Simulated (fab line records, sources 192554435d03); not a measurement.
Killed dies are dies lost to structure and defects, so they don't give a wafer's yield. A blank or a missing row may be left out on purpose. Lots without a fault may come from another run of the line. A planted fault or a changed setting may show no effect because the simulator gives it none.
Split-lot experiment | flow n5_finfet | 7 lots, 21 wafers read, on a route of 1938 steps

THE SPLIT
At N5_BEOL_M4_DESCUM_33 (chemistry O2, time 7 s), the setting time_s was moved away from the recipe's 7 s on 7 of the 21 wafers read, by -7.8% to +18.9%. The other wafers ran this setting at the recipe's value.

The reading is taken at the split's own step.

THE READING
CAR-EUV_of_BEOL_M4_COAT_22.thk_nm (the simulator's own value, which no gauge read), in nm, at N5_BEOL_M4_DESCUM_33 (chemistry O2, time 7 s). The file gives no usual value for it. The 14 wafers here that ran the recipe average 26.2 nm, standard deviation 0.1 nm.

wafer  | tool, chamber at the split | time_s as run, s | against the recipe | CAR-EUV_of_BEOL_M4_COAT_22.thk_nm, nm | against lot-mates on the recipe
L074.3 | rie_diel-05, 3,0           | 7                | recipe             | 26.2                                  | -
L074.4 | rie_diel-05, 3,0           | 7                | recipe             | 26.2                                  | -
L074.5 | rie_diel-05, 1             | 7.893            | +12.8%             | 25.8                                  | -0.4
L076.1 | rie_diel-05, 3,2           | 7.65             | +9.3%              | 25.8                                  | -0.6
L076.4 | rie_diel-05, 3,2           | 7.65             | +9.3%              | 25.8                                  | -0.6
L076.6 | rie_diel-05, 2             | 7                | recipe             | 26.4                                  | -
L080.2 | rie_diel-05, 3             | 7                | recipe             | 26.2                                  | -
L080.5 | rie_diel-05, 3             | 7                | recipe             | 26.2                                  | -
L080.6 | rie_diel-05, 2             | 7.405            | +5.8%              | 26                                    | -0.2
L081.3 | rie_diel-01, 0             | 7                | recipe             | 26.2                                  | -
L081.4 | rie_diel-01, 0             | 7.603            | +8.6%              | 25.8                                  | -0.3
L081.6 | rie_diel-01, 3             | 7                | recipe             | 26                                    | -
L088.1 | rie_diel-01, 2,1,0         | 7                | recipe             | 26.2                                  | -
L088.2 | rie_diel-01, 2,1,0         | 7                | recipe             | 26.2                                  | -
L088.5 | rie_diel-01, 2,1,0         | 7                | recipe             | 26.2                                  | -
L090.1 | rie_diel-01, 0             | 7                | recipe             | 26.2                                  | -
L090.6 | rie_diel-01, 0             | 7                | recipe             | 26.2                                  | -
L090.4 | rie_diel-01, 2             | 8.323            | +18.9%             | 25.6                                  | -0.6
L097.1 | rie_diel-05, 0,3           | 7                | recipe             | 26                                    | -
L097.5 | rie_diel-05, 0,3           | 7                | recipe             | 26                                    | -
L097.2 | rie_diel-05, 3             | 6.453            | -7.8%              | 26.4                                  | +0.4
Where a row lists several chambers, the file gives one row for several wafers and doesn't say which wafer went through which chamber.

THE FIT
A straight line over all 21 wafers: CAR-EUV_of_BEOL_M4_COAT_22.thk_nm changes by -0.0325 nm for each +1% of time_s; r = -0.90; the points scatter about the line by 0.095 nm.
The same after taking each lot's own level away (the mean of its wafers on the recipe; 21 wafers): -0.0399 nm for each +1%; r = -0.93; scatter 0.095 nm.
On that fit, the largest move of time_s shifts the reading by 0.75 nm.
The lots' own levels span 26.00 to 26.40 nm, that is 3.9 times the standard deviation above.
So the lot-to-lot level changes the slope: the two fits differ.
Check: with one of the wafers moved furthest among these (+18.9%) left out of the fit, the line predicts -0.868 nm for it against its lot-mates. It came out at -0.6 nm against them.

THE FILE'S OWN FIT
CAR-EUV_of_BEOL_M4_COAT_22.thk_nm changes by -0.0373 nm for each +1% of time_s, r = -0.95.
